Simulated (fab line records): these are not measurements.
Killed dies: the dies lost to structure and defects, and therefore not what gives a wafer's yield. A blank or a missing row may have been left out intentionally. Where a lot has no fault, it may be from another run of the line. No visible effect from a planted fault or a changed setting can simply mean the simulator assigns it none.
Matching of chambers | flow nand_harc | ald_metal-03 running NHARC_A_BLC_ALD_23: 4 sister chambers
The step deposits TiN, target thk 3 nm, pulse time 1 s, ald cycles 150. 8 wafers are shown with their chamber, then 8 later ones without.

EACH WAFER AND ITS CHAMBER
wafer  | chamber | heater_power_w (W) | precursor_pulse_height_rel
L290.1 | 2       | 1286               | 0.986
L290.5 | 2       | 1304               | 1.022
L291.2 | 1       | 1155               | 0.999
L291.4 | 3       | 1149               | 0.987
L301.4 | 0       | 1167               | 1.023
L301.5 | 3       | 1159               | 0.976
L301.6 | 1       | 1152               | 1.010
L306.3 | 0       | 1196               | 1.003

WAFERS WHOSE CHAMBER IS MISSING
wafer  | heater_power_w (W) | precursor_pulse_height_rel
L306.5 | 1209               | 0.974
L306.6 | 1261               | 0.973
L308.3 | 1225               | 1.006
L308.5 | 1211               | 0.988
L308.6 | 1171               | 1.035
L309.1 | 1278               | 0.992
L309.2 | 1217               | 0.982
L309.4 | 1141               | 0.977

EACH ONE'S CHAMBER
wafer  | from the rows above          | in truth
L306.5 | can't be placed: 0 or 3 or 1 | 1
L306.6 | 2                            | 2
L308.3 | 0                            | 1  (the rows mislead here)
L308.5 | can't be placed: 0 or 3 or 1 | 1
L308.6 | can't be placed: 0 or 1      | 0
L309.1 | 2                            | 2
L309.2 | can't be placed: 0 or 3 or 1 | 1
L309.4 | can't be placed: 3 or 1      | 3
Placed correctly: 2 of 8. From these rows, 5 cannot be placed; in 5 the true chamber is one of the candidates. Wrongly placed: 1.
How it was worked out, from the rows above alone: a wafer's distance from a chamber is the root of the sum, over the readings, of the square of ((its reading less the chamber's mean) divided by the reading's scatter). If the next closest chamber is less than 2 further off than the closest, the wafer can't be placed; otherwise it belongs to the closest. For every chamber, the mean is computed from those of its wafers that are shown. The scatter: take each reading less its chamber's mean, square it, sum over the shown wafers, divide by the number of wafers less the number of chambers, and take the root.
